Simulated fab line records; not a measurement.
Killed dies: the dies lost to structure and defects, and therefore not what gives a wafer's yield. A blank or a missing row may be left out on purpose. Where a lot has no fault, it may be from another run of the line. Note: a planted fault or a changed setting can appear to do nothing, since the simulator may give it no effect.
Chamber matching / flow n5_finfet / N5_SPACER0_ALD_08 on ald_sin-02: 4 sister chambers
The step deposits SiNx, target thk 2 nm. 8 wafers are shown with their chamber, then 8 later ones without.

EACH WAFER AND ITS CHAMBER
wafer=L077.5; chamber=3; heater_power_w (W)=764
wafer=L082.1; chamber=3; heater_power_w (W)=745
wafer=L082.3; chamber=1; heater_power_w (W)=897
wafer=L082.4; chamber=2; heater_power_w (W)=653
wafer=L084.3; chamber=0; heater_power_w (W)=1100
wafer=L084.5; chamber=1; heater_power_w (W)=925
wafer=L084.6; chamber=2; heater_power_w (W)=643
wafer=L088.1; chamber=0; heater_power_w (W)=1070

WAFERS WITH NO CHAMBER GIVEN
wafer=L088.2; heater_power_w (W)=888
wafer=L088.5; heater_power_w (W)=655
wafer=L089.2; heater_power_w (W)=766
wafer=L089.5; heater_power_w (W)=663
wafer=L089.6; heater_power_w (W)=893
wafer=L092.1; heater_power_w (W)=1085
wafer=L092.2; heater_power_w (W)=900
wafer=L092.5; heater_power_w (W)=895

EACH ONE'S CHAMBER
wafer=L088.2; from the rows above=1; in truth=1
wafer=L088.5; from the rows above=2; in truth=2
wafer=L089.2; from the rows above=3; in truth=3
wafer=L089.5; from the rows above=2; in truth=2
wafer=L089.6; from the rows above=1; in truth=1
wafer=L092.1; from the rows above=0; in truth=0
wafer=L092.2; from the rows above=1; in truth=1
wafer=L092.5; from the rows above=1; in truth=1
Placed correctly: 8 of 8. Left unplaced by these rows: 0. 0 placed wrongly.
How it was worked out, from the rows above alone: a wafer's distance from a chamber is the root of the sum, over the readings, of the square of ((its reading less the chamber's mean) divided by the reading's scatter). If the next closest chamber is less than 2 further off than the closest, the wafer can't be placed; otherwise it belongs to the closest. A chamber's mean is the mean of its shown wafers. How the scatter is found: for the shown wafers, subtract from each reading the mean of its chamber, square and add these, divide the total by (wafers less chambers), then take the root.
